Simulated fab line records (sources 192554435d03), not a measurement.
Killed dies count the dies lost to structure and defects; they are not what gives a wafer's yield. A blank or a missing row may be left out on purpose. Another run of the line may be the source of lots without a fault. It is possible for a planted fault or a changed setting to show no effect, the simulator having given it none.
Which of the tools did it? | flow n5_finfet | 11 lots, 33 wafers sampled, at 5 steps of a route of 1938

## WHAT THE GAUGES SHOWED, per wafer
N5_BEOL_M4_RC_MEAS_101.
lot  | measured     | on        | DIBL_N (mV/V)
L891 | day 8 01:31  | prober-01 | 35.5 36.4 35.7
L895 | day 9 03:32  | prober-02 | 37.5 40.4 37.1
L896 | day 9 05:38  | prober-02 | 38.0 35.7 37.3
L898 | day 9 08:10  | prober-01 | 36.3 35.7 37.0
L905 | day 11 09:52 | prober-01 | 38.3 38.2 35.9
L907 | day 11 13:01 | prober-01 | 36.7 37.6 36.9
L908 | day 12 06:56 | prober-02 | 38.5 35.0 32.8
L909 | day 12 15:16 | prober-02 | 36.3 34.8 37.2
L910 | day 12 21:56 | prober-01 | 37.1 36.4 38.0
L911 | day 13 01:27 | prober-01 | 35.4 37.0 35.2
L914 | day 14 00:20 | prober-01 | 39.1 37.7 39.5

## EACH LOT AND THE TOOL THAT RAN IT (in order: tool; ch and the chambers of the sampled wafers; start)
lot  | N5_BEOL_M2_ANNEAL_80         | N5_BEOL_M2_ANNEAL_91         | N5_BEOL_M2_ANNEAL_93         | N5_BEOL_M2_SPUTTER_96
L891 | pvd_sputter-01, day 7 00:08  | pvd_sputter-01, day 7 01:01  | pvd_sputter-01, day 7 01:14  | pvd_sputter-01, day 7 01:36
L895 | pvd_sputter-02, day 7 21:58  | pvd_sputter-02, day 7 22:50  | pvd_sputter-02, day 7 23:04  | pvd_sputter-02, day 7 23:25
L896 | pvd_sputter-02, day 8 03:37  | pvd_sputter-02, day 8 04:30  | pvd_sputter-02, day 8 04:43  | pvd_sputter-02, day 8 05:05
L898 | pvd_sputter-02, day 8 10:36  | pvd_sputter-02, day 8 11:29  | pvd_sputter-02, day 8 11:42  | pvd_sputter-02, day 8 12:04
L905 | pvd_sputter-02, day 10 10:22 | pvd_sputter-02, day 10 11:14 | pvd_sputter-02, day 10 11:28 | pvd_sputter-02, day 10 11:49
L907 | pvd_sputter-01, day 10 16:32 | pvd_sputter-01, day 10 17:25 | pvd_sputter-01, day 10 17:38 | pvd_sputter-01, day 10 17:59
L908 | pvd_sputter-02, day 11 04:20 | pvd_sputter-02, day 11 05:13 | pvd_sputter-02, day 11 05:26 | pvd_sputter-02, day 11 05:48
L909 | pvd_sputter-01, day 11 12:32 | pvd_sputter-01, day 11 13:25 | pvd_sputter-01, day 11 13:38 | pvd_sputter-01, day 11 13:59
L910 | pvd_sputter-02, day 12 00:41 | pvd_sputter-02, day 12 01:34 | pvd_sputter-02, day 12 01:47 | pvd_sputter-02, day 12 02:09
L911 | pvd_sputter-03, day 12 03:52 | pvd_sputter-03, day 12 04:44 | pvd_sputter-03, day 12 04:58 | pvd_sputter-03, day 12 05:19
L914 | pvd_sputter-02, day 12 16:32 | pvd_sputter-02, day 12 17:25 | pvd_sputter-02, day 12 17:38 | pvd_sputter-02, day 12 18:00
- N5_BEOL_M2_ANNEAL_80: time 240 s.
- N5_BEOL_M2_ANNEAL_91: time 240 s.
- N5_BEOL_M2_ANNEAL_93: time 240 s.
- N5_BEOL_M2_SPUTTER_96: material Cu, target thk 4.5 nm, time 8.29 s.

## THE ANSWER, worked out from the rows above alone
Rule: what is usual is taken from the lots themselves. Put in order of their means at a reading, lots are off if they are a third of the lots or fewer, leave a main group of 4 or more, and stand apart from it by a gap of 3 or more times the standard deviation of the main group's means; of several such gaps the widest counts. If all means in a main group match to the digits the tables above print for the reading, that group is not used. A lot without any number at a reading at which 4 lots or more have one is off too. Where the step has rows for the other lots, those lots are counted as sound.
Nothing can be told from this: no lot is off at any reading shown.

## WHAT THE SIMULATOR HAD INSERTED
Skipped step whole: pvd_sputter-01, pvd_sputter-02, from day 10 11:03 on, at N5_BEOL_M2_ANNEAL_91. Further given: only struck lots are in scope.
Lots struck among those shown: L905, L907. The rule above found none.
